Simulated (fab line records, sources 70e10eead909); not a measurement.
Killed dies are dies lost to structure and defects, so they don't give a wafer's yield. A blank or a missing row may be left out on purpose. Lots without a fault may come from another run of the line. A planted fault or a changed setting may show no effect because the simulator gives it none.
fab line records | flow nand_harc | part 1 of 2: steps 1 to 3 of 6
record lots=24 wafers=72 last_day=24
route steps=1159 shown A_CHANNEL_HOLE_D1@474 A_STAIRCASE@551
lots that met no fault: from a run of the same line without faults
start_h: hours from the record's first day to the start of the lot's first wafer shown | wait_h: hours since the lot's step before | " the same as in the row above | L1.1+2: a row that stands for several wafers | - no value, or no start given | * or withheld: withheld | < > ~ a bound
route shown NAME@n: a module of which the file shows steps, and the number in the route of the first | usual: mean/standard deviation of fault-free wafers | same: alike in all rows | chamber/n: place in a boat | sites: the reading at each site | _std_site: their standard deviation | _edge_site: outer sites' mean less inner sites' | radius_mm: how far each site lies from the wafer's centre | mask NAME#n: copy n | behind: the tool/chamber that last shaped the wafer | hold: why the lot was held/for how many hours/how that ended | device: the transistor (n, p or np) that didn't switch | end of line: the same wafers' tests at the end of the route | a step without rows: its recipe alone | killed: dies lost to structure and defects at the first sort, not the wafer's yield | map: a wafer's dies, x killed, . not, _ none there
set.NAME: the setting as run; set.NAME@STEP: as run at that earlier step | model.NAME: the simulator's own value behind a step, which no gauge read
steps of the route over a sample of lots; a table a step, a row a wafer
services: from which hour (start_h, from the record's first day; less than 0 if before it) a tool's chamber was out of use, for how many hours, and why
## steps
# step NHARC_A_CHANNEL_HOLE_D1_ETCH_22
# recipe bias_v=3000 source_w=withheld pressure_mtorr=20 time_s=666.7 ar_flow_sccm=375 c4f8_flow_sccm=89.3 o2_flow_sccm=35.7 temp_c=-20 target_depth_a=16000 chemistry=C4F8/O2/Ar
# usual c4f8_flow_sccm=89.28/0.28 drypump_motor_current_A=6.0/0.51 showerhead_plenum_p_Torr=3.70/0.076 temp_c=-20.01/0.11 throttle_valve_pct=32.154/0.0091
# columns lot.wafer tool chamber start_h wait_h c4f8_flow_sccm drypump_motor_current_A rf_hours_counter_h showerhead_plenum_p_Torr temp_c throttle_valve_pct
L074.3 har_etch-02 1 176.81 0.4 89.11 6.1 - 3.73 -20.03 32.171
L074.4 " 0 " " 88.97 6.5 - 3.62 -20.07 32.139
L074.6 " 0 " " 88.39 6.5 - 3.62 -19.95 32.156
L076.2 har_etch-01 0 187.97 0.4 89.25 6.2 191 3.82 -19.98 32.154
L076.3 " 1 " " 89.11 5.1 - 3.74 -20.00 32.155
L076.6 " 0 " " 89.16 6.2 - 3.82 -20.07 32.157
L075.1 har_etch-02 0 188.15 0.4 89.45 6.5 106 3.61 -19.98 32.156
L075.4 " 1 " " 89.56 6.1 - 3.73 -20.01 32.154
L075.6 " 0 " " 89.81 6.5 - 3.61 -19.94 32.152
L078.2 har_etch-02 0 197.33 0.4 89.33 6.5 111 3.61 -19.94 32.141
L078.6 " 0 " " 89.27 6.6 - 3.61 -20.05 32.146
L078.5 " 1 " " 89.60 6.1 - 3.73 -20.10 32.150
L077.1 har_etch-01 1 197.65 0.4 89.13 5.1 198 3.73 -19.88 32.129
L077.4 " 0 " " 88.96 6.1 - 3.82 -20.05 32.125
L077.6 " 0 " " 89.04 6.1 - 3.82 -19.97 32.148
L080.2 har_etch-02 0 214.90 0.4 89.47 6.5 117 3.61 -19.94 32.145
L080.3 " 1 " " 89.56 6.1 - 3.72 -20.04 32.170
L080.5 " 0 " " 89.47 6.5 - 3.61 -19.97 32.161
L081.1 har_etch-01 0 215.06 0.4 88.89 6.2 204 3.82 -20.24 32.155
L081.2 " 1 " " 89.44 5.1 204 3.73 -19.99 32.160
L081.5 " 0 " " 89.44 6.2 - 3.82 -20.03 32.157
L079.4 har_etch-02 0 219.26 0.4 89.18 6.6 - 3.61 -19.96 32.159
L079.3 " 1 " " 89.64 6.1 - 3.72 -19.93 32.141
L079.6 " 0 " " 89.20 6.5 - 3.61 -19.98 32.159
L083.1 har_etch-01 0 221.93 0.4 88.91 6.2 208 3.82 -20.03 32.150
L083.4 " 1 " " 89.33 5.1 - 3.73 -20.03 32.150
L083.5 " 0 " " 89.49 6.2 - 3.82 -20.03 32.152
L082.1 har_etch-02 0 223.20 0.4 89.56 6.5 125 3.60 -19.88 32.146
L082.2 " 1 " " 89.13 6.1 125 3.72 -19.81 32.157
L082.4 " 0 " " 89.27 6.5 - 3.60 -19.88 32.153
L084.4 har_etch-01 0 232.57 0.4 89.25 6.2 - 3.81 -20.20 32.161
L084.3 " 1 " " 88.95 5.1 - 3.73 -20.02 32.166
L084.6 " 0 " " 89.22 6.2 - 3.81 -20.03 32.158
L087.1 har_etch-02 1 249.43 0.4 89.14 6.1 133 3.71 -20.22 32.167
L087.3 " 1 " " 89.45 6.0 - 3.71 -20.12 32.146
L087.5 " 0 " " 89.60 6.5 - 3.60 -19.88 32.163
L086.1 har_etch-01 0 249.58 0.4 89.31 6.1 220 3.81 -19.97 32.148
L086.2 " 1 " " 89.18 5.1 220 3.72 -19.94 32.152
L086.4 " 1 " " 89.50 5.1 - 3.72 -20.00 32.157
L085.1 har_etch-02 0 273.88 0.4 89.40 6.5 140 3.60 -20.19 32.152
L085.2 " 1 " " 89.58 6.1 140 3.71 -20.01 32.169
L085.5 " 0 " " 89.08 6.5 - 3.60 -20.16 32.160
L088.3 har_etch-01 0 274.27 0.4 89.85 6.2 - 3.80 -20.10 32.157
L088.4 " 1 " " 89.48 5.2 - 3.72 -19.93 32.156
L088.6 " 0 " " 89.04 6.2 - 3.80 -20.20 32.162
L091.2 har_etch-02 1 280.38 0.4 89.14 6.1 144 3.71 -20.13 32.165
L091.3 " 1 " " 89.44 6.1 - 3.71 -20.09 32.161
L091.6 " 1 " " 89.59 6.1 - 3.71 -20.11 32.145
L090.2 har_etch-01 1 280.73 0.4 88.79 5.1 231 3.72 -20.03 32.152
L090.1 " 0 " " 88.79 6.1 231 3.80 -19.88 32.155
L090.6 " 0 " " 88.92 6.1 - 3.80 -19.84 32.144
L089.4 har_etch-02 1 284.75 0.4 89.05 6.1 - 3.71 -19.99 32.157
L089.5 " 1 " " 89.22 6.1 - 3.71 -20.10 32.153
L089.6 " 0 " " 89.64 6.5 - 3.59 -19.99 32.142
L092.2 har_etch-01 0 288.60 0.4 89.50 6.2 236 3.80 -20.03 32.165
L092.3 " 0 " " 89.51 6.2 - 3.80 -19.97 32.165
L092.6 " 1 " " 89.71 5.1 - 3.71 -20.05 32.157
L093.2 har_etch-02 1 290.44 0.4 89.17 6.1 152 3.70 -19.87 32.172
L093.6 " 0 " " 89.57 6.5 - 3.59 -20.32 32.161
L093.5 " 1 " " 88.92 6.1 - 3.70 -19.74 32.153
L094.2 har_etch-01 1 292.70 0.4 89.59 5.1 240 3.71 -19.87 32.142
L094.1 " 0 " " 89.47 6.1 240 3.80 -20.09 32.163
L094.4 " 1 " " 89.38 5.1 - 3.71 -19.92 32.153
L096.1 har_etch-02 1 306.26 0.4 89.34 6.1 160 3.70 -19.99 32.162
L096.4 " 1 " " 89.30 6.1 - 3.70 -20.06 32.164
L096.3 " 0 " " 88.87 6.6 - 3.59 -20.03 32.164
L095.2 har_etch-02 1 310.51 0.4 88.66 6.1 164 3.70 -20.12 32.158
L095.4 " 0 " " 89.01 6.5 - 3.58 -20.14 32.155
L095.3 " 1 " " 88.91 6.1 - 3.70 -20.14 32.159
L097.4 har_etch-02 1 316.95 0.4 89.43 6.1 - 3.69 -19.84 32.141
L097.6 " 1 " " 89.26 6.1 - 3.69 -20.02 32.157
L097.5 " 0 " " 88.93 6.5 - 3.58 -20.07 32.153
# step NHARC_A_CHANNEL_HOLE_D1_ETCH_25
# recipe bias_v=5000 source_w=withheld pressure_mtorr=20 time_s=1040.2 ar_flow_sccm=375 c4f8_flow_sccm=93.8 o2_flow_sccm=31.2 temp_c=-20 target_depth_a=15000 chemistry=C4F8/O2/Ar
# usual c4f8_flow_sccm=93.83/0.3 drypump_motor_current_A=6.0/0.51 showerhead_plenum_p_Torr=3.70/0.076 temp_c=-20.00/0.1 throttle_valve_pct=32.236/0.0084
# columns lot.wafer tool chamber start_h wait_h c4f8_flow_sccm drypump_motor_current_A rf_hours_counter_h showerhead_plenum_p_Torr temp_c throttle_valve_pct
L074.3 har_etch-02 1 178.95 0.7 94.32 6.1 - 3.73 -19.89 32.229
L074.4 " 0 " " 93.74 6.5 - 3.61 -20.12 32.232
L074.6 " 0 " " 94.21 6.6 - 3.61 -20.10 32.255
L076.2 har_etch-01 0 190.01 0.6 93.53 6.2 193 3.82 -20.16 32.235
L076.3 " 1 " " 93.99 5.1 - 3.73 -19.97 32.233
L076.6 " 0 " " 93.54 6.2 - 3.82 -20.08 32.232
L075.1 har_etch-02 0 190.18 0.6 93.81 6.5 108 3.61 -19.93 32.246
L075.4 " 1 " " 93.90 6.1 - 3.72 -20.06 32.228
L075.6 " 0 " " 93.86 6.6 - 3.61 -19.89 32.228
L078.2 har_etch-02 0 199.34 0.6 94.02 6.6 114 3.61 -19.74 32.218
L078.6 " 0 " " 94.02 6.6 - 3.61 -19.93 32.228
L078.5 " 1 " " 94.17 6.1 - 3.72 -20.19 32.238
L077.1 har_etch-01 1 199.73 0.7 93.40 5.1 200 3.73 -20.13 32.252
L077.4 " 0 " " 93.43 6.3 - 3.81 -20.01 32.243
L077.6 " 0 " " 93.56 6.2 - 3.81 -20.06 32.246
L080.2 har_etch-02 0 216.94 0.6 93.86 6.6 119 3.60 -20.02 32.237
L080.3 " 1 " " 94.34 6.1 - 3.72 -19.91 32.241
L080.5 " 0 " " 93.71 6.6 - 3.60 -19.95 32.234
L081.1 har_etch-01 0 217.10 0.6 93.76 6.2 206 3.81 -20.00 32.242
L081.2 " 1 " " 94.61 5.1 206 3.73 -20.06 32.220
L081.5 " 0 " " 93.63 6.2 - 3.81 -20.09 32.239
L079.4 har_etch-02 0 221.37 0.7 93.78 6.5 - 3.60 -19.96 32.218
L079.3 " 1 " " 93.42 6.1 - 3.71 -20.03 32.236
L079.6 " 0 " " 94.10 6.5 - 3.60 -20.12 32.241
L083.1 har_etch-01 0 223.95 0.6 94.45 6.2 210 3.81 -20.24 32.208
L083.4 " 1 " " 93.92 5.1 - 3.72 -20.03 32.234
L083.5 " 0 " " 94.28 6.2 - 3.81 -20.08 32.232
L082.1 har_etch-02 0 225.22 0.6 93.73 6.5 127 3.60 -20.16 32.235
L082.2 " 1 " " 93.98 6.1 127 3.71 -19.95 32.235
L082.4 " 0 " " 94.08 6.6 - 3.60 -20.03 32.225
L084.4 har_etch-01 0 234.72 0.7 93.69 6.2 - 3.81 -20.02 32.246
L084.3 " 1 " " 94.11 5.1 - 3.72 -19.94 32.232
L084.6 " 0 " " 93.52 6.2 - 3.81 -20.01 32.245
L087.1 har_etch-02 1 251.46 0.6 93.49 6.1 135 3.71 -19.97 32.250
L087.3 " 1 " " 93.78 6.2 - 3.71 -20.14 32.231
L087.5 " 0 " " 94.00 6.6 - 3.59 -19.98 32.249
L086.1 har_etch-01 0 251.60 0.6 93.93 6.2 222 3.80 -20.02 32.238
L086.2 " 1 " " 93.61 5.1 222 3.72 -19.98 32.238
L086.4 " 1 " " 94.17 5.2 - 3.72 -20.09 32.253
L085.1 har_etch-02 0 275.90 0.6 94.27 6.6 142 3.59 -19.95 32.241
L085.2 " 1 " " 93.86 6.1 142 3.70 -19.93 32.235
L085.5 " 0 " " 94.62 6.5 - 3.59 -20.00 32.233
L088.3 har_etch-01 0 276.40 0.7 94.04 6.2 - 3.80 -20.02 32.228
L088.4 " 1 " " 94.18 5.1 - 3.71 -20.01 32.231
L088.6 " 0 " " 93.67 6.2 - 3.80 -20.13 32.235
L091.2 har_etch-02 1 282.43 0.6 93.84 6.1 146 3.70 -20.05 32.238
L091.3 " 1 " " 93.63 6.1 - 3.70 -20.07 32.241
L091.6 " 1 " " 93.30 6.1 - 3.70 -20.01 32.217
L090.2 har_etch-01 1 282.78 0.6 93.50 5.1 233 3.71 -20.09 32.225
L090.1 " 0 " " 93.75 6.2 233 3.80 -19.96 32.231
L090.6 " 0 " " 94.49 6.2 - 3.80 -19.91 32.247
L089.4 har_etch-02 1 286.89 0.7 93.56 6.1 - 3.70 -20.00 32.227
L089.5 " 1 " " 93.69 6.1 - 3.70 -19.84 32.233
L089.6 " 0 " " 93.54 6.5 - 3.59 -19.95 32.243
L092.2 har_etch-01 0 290.70 0.7 94.20 6.2 238 3.79 -19.83 32.242
L092.3 " 0 " " 94.03 6.2 - 3.79 -19.95 32.221
L092.6 " 1 " " 93.83 5.1 - 3.71 -19.83 32.234
L093.2 har_etch-02 1 292.52 0.7 94.10 6.1 154 3.70 -19.88 32.243
L093.6 " 0 " " 93.93 6.6 - 3.58 -19.90 32.241
L093.5 " 1 " " 94.01 6.1 - 3.70 -19.85 32.229
L094.2 har_etch-01 1 294.72 0.6 93.54 5.1 242 3.71 -20.11 32.233
L094.1 " 0 " " 93.51 6.2 242 3.79 -19.93 32.243
L094.4 " 1 " " 93.46 5.1 - 3.71 -20.00 32.244
L096.1 har_etch-02 1 308.30 0.6 93.42 6.1 162 3.69 -20.13 32.243
L096.4 " 1 " " 93.54 6.1 - 3.69 -20.04 32.249
L096.3 " 0 " " 93.50 6.5 - 3.58 -19.91 32.229
L095.2 har_etch-02 1 312.60 0.7 94.16 6.1 166 3.69 -20.22 32.228
L095.4 " 0 " " 94.01 6.5 - 3.58 -20.18 32.244
L095.3 " 1 " " 93.54 6.1 - 3.69 -20.06 32.249
L097.4 har_etch-02 1 319.07 0.7 93.38 6.1 - 3.69 -19.95 32.252
L097.6 " 1 " " 93.50 6.1 - 3.69 -19.98 32.220
L097.5 " 0 " " 94.02 6.5 - 3.57 -20.25 32.228
# step NHARC_A_STAIRCASE_ETCH_15
# recipe target_depth_a=1000 time_s=40.5 ion_energy_ev=400 c4f8_flow_sccm=20 o2_flow_sccm=10 ar_flow_sccm=withheld rf_w=600 bias_w=1000 chemistry=C4F8/O2
# usual oes_product_au=0.941/0.011 rf_vpp_V=898/5.1
# columns lot.wafer tool chamber start_h wait_h oes_product_au rf_hours_counter_h rf_vpp_V
L074.3 rie_diel-09 0 - - 0.942 55 886
L074.4 " 3 " " 0.929 50 897
L074.6 " 0 " " 0.955 - 886
L075.1 rie_diel-10 1 - - 0.935 24 901
L075.4 " 2 " " 0.942 24 888
L075.6 " 2 " " 0.950 - 887
L076.3 rie_diel-07 1 - - 0.941 2 901
L076.2 " 3 " " 0.937 2 902
L076.6 " 2 " " 0.947 - 905
L078.2 rie_diel-07 0 - - 0.952 4 897
L078.6 " 0 " " 0.953 - 898
L078.5 " 1 " " 0.935 - 902
L077.1 rie_diel-07 3 - - 0.918 4 901
L077.4 " 0 " " 0.952 4 897
L077.6 " 0 " " 0.944 - 897
L080.2 rie_diel-07 0 - - 0.964 10 898
L080.3 " 3 " " 0.950 10 902
L080.5 " 0 " " 0.957 - 897
L079.3 rie_diel-07 0 - - 0.946 10 897
L079.4 " 3 " " 0.943 11 901
L079.6 " 0 " " 0.949 - 896
L081.1 rie_diel-10 2 - - 0.951 34 888
L081.2 " 0 " " 0.955 34 898
L081.5 " 1 " " 0.951 - 900
L083.1 rie_diel-10 3 - - 0.931 32 898
L083.4 " 0 " " 0.945 38 895
L083.5 " 3 " " 0.937 - 900
L082.2 rie_diel-10 2 - - 0.925 39 888
L082.4 " 3 " " 0.934 32 899
L082.1 " 1 " " 0.929 39 900
L084.4 rie_diel-09 1 - - 0.922 12 891
L084.3 " 0 " " 0.931 6 906
L084.6 " 2 " " 0.940 - 900
L087.1 rie_diel-10 0 - - 0.942 47 898
L087.3 " 1 " " 0.944 48 902
L087.5 " 2 " " 0.936 - 888
L086.2 rie_diel-09 2 - - 0.948 19 899
L086.4 " 3 " " 0.932 18 897
L086.1 " 1 " " 0.954 17 891
L085.2 rie_diel-09 2 - - 0.953 25 900
L085.1 " 3 " " 0.941 25 898
L085.5 " 1 " " 0.957 - 891
L088.4 rie_diel-07 0 - - 0.959 30 897
L088.3 " 2 " " 0.936 31 904
L088.6 " 3 " " 0.937 - 900
L090.2 rie_diel-09 3 - - 0.944 26 897
L090.1 " 1 " " 0.955 24 890
L090.6 " 3 " " 0.943 - 898
L091.3 rie_diel-07 1 - - 0.956 30 902
L091.2 " 0 " " 0.939 31 897
L091.6 " 2 " " 0.947 - 903
L089.4 rie_diel-07 3 - - 0.942 34 899
L089.6 " 3 " " 0.922 - 899
L089.5 " 0 " " 0.948 - 897
L092.3 rie_diel-10 0 - - 0.940 57 896
L092.2 " 1 " " 0.951 57 900
L092.6 " 3 " " 0.939 - 896
L093.2 rie_diel-10 3 - - 0.938 53 897
L093.6 " 2 " " 0.921 - 888
L093.5 " 3 " " 0.937 - 898
L094.1 rie_diel-09 0 - - 0.933 28 906
L094.2 " 2 " " 0.918 37 901
L094.4 " 0 " " 0.932 - 906
L095.4 rie_diel-10 3 - - 0.954 1 897
L095.3 " 0 " " 0.971 1 897
L095.2 " 2 " " 0.929 2 888
L096.1 rie_diel-07 2 - - 0.933 47 903
L096.3 " 3 " " 0.938 48 899
L096.4 " 1 " " 0.937 45 901
L097.4 rie_diel-10 2 - - 0.955 5 887
L097.6 " 2 " " 0.958 - 887
L097.5 " 3 " " 0.952 - 898
